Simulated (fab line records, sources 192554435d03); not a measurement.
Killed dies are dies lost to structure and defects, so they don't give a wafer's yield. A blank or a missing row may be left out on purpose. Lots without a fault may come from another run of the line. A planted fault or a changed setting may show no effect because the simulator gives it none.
One fault seen from 3 desks | flow n5_finfet | each desk has only its own numbers; what lay behind them comes last

THE METROLOGY DESK
What the gauges read, lot by lot, whatever tool the lot ran on: means of the sampled wafers that have a number. A lot is out of limits, marked OUT, if its mean lies more than 4 standard deviations from the usual mean; the brackets give that distance.
Columns: A = cd_nm at N5_PASSIVATION_CD_MEAS_44, usual 40001 nm; B = PASS_OPEN_OVL at N5_PASSIVATION_OVL_MEAS_66, usual -3 nm
lot  | first seen here | A     | B
L116 | day 12 01:41    | 39999 | -2
L128 | day 15 03:40    | 40002 | -4
L127 | day 15 03:50    | 39999 | -7
L129 | day 16 01:19    | 40004 | -0
L135 | day 16 20:24    | 39995 | -1
L138 | day 17 13:39    | 40000 | -3
This desk's finding: nothing out of limits on any of the 6 lots.

THE DEFECT DESK
What the inspections along the route counted, lot by lot: means of the sampled wafers that have a number. A lot is out of limits, marked OUT, if its mean lies more than 4 standard deviations from the usual mean; the brackets give that distance.
Columns: A = raw_defect_count at N5_PASSIVATION_INSPECT_67, usual 2.2
lot  | first seen here | A
L116 | day 12 01:45    | 3.0
L128 | day 15 03:43    | 2.7
L127 | day 15 03:53    | 2.0
L129 | day 16 01:22    | 1.0
L135 | day 16 20:27    | 3.0
L138 | day 17 13:42    | 1.0
This desk's finding: nothing out of limits on any of the 6 lots.

THE TOOL OWNER'S DESK: rie_diel-01
The tool's own readings at N5_PASSIVATION_ETCH_54 (etches SiO2 in CHF3/O2, target depth 880 nm, time 440 s): means of the sampled wafers that have a number, for each lot that ran on this tool. A lot is out of limits, marked OUT, if its mean lies more than 4 standard deviations from the usual mean; the brackets give that distance.
Columns: A = O2_flow_sccm at N5_PASSIVATION_ETCH_54, usual 5.000 sccm; B = drypump_motor_current_A at N5_PASSIVATION_ETCH_54, usual 5.8 A; C = oes_product_au at N5_PASSIVATION_ETCH_54, usual 0.79 a.u.; D = rf_fwd_power_W at N5_PASSIVATION_ETCH_54, usual 649.3 W; E = rf_vpp_V at N5_PASSIVATION_ETCH_54, usual 522 V; F = showerhead_plenum_p_Torr at N5_PASSIVATION_ETCH_54, usual 2.43 Torr; G = throttle_valve_pct at N5_PASSIVATION_ETCH_54, usual 18.77 %
lot  | first seen here | A     | B   | C    | D               | E              | F    | G
L116 | day 12 02:38    | 4.995 | 5.8 | 0.72 | 648.7           | 521            | 2.36 | 19.04
L128 | day 15 04:02    | 5.009 | 5.8 | 0.71 | 753.7 (+58) OUT | 485 (-9.0) OUT | 2.36 | 19.07
L127 | day 15 04:37    | 5.018 | 5.8 | 0.73 | 701.2 (+29) OUT | 506            | 2.43 | 18.92
This desk's finding: out of limits on L127, L128; first on L128, day 15 04:02 (rf_fwd_power_W at N5_PASSIVATION_ETCH_54). In limits: L116.

PUT TOGETHER
The tool owner's desk could have raised an alarm at day 15 04:02, on L127, L128.
The metrology desk saw nothing out of limits.
The defect desk saw nothing out of limits.
The metrology desk has L127, L128 on record, within its limits.
The defect desk has L127, L128 on record, within its limits.
Of the lots named, all ran N5_PASSIVATION_ETCH_54 on rie_diel-01.

WHAT THE SIMULATOR HAD PUT IN
Process parameter drift: rie_diel-01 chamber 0, from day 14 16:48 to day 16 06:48, at N5_PASSIVATION_ETCH_54. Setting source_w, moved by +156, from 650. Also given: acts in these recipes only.
Lots struck among those shown: L127, L128.
Hours from the fault's start to each desk's first reading out of limits: the tool owner's desk, 11.
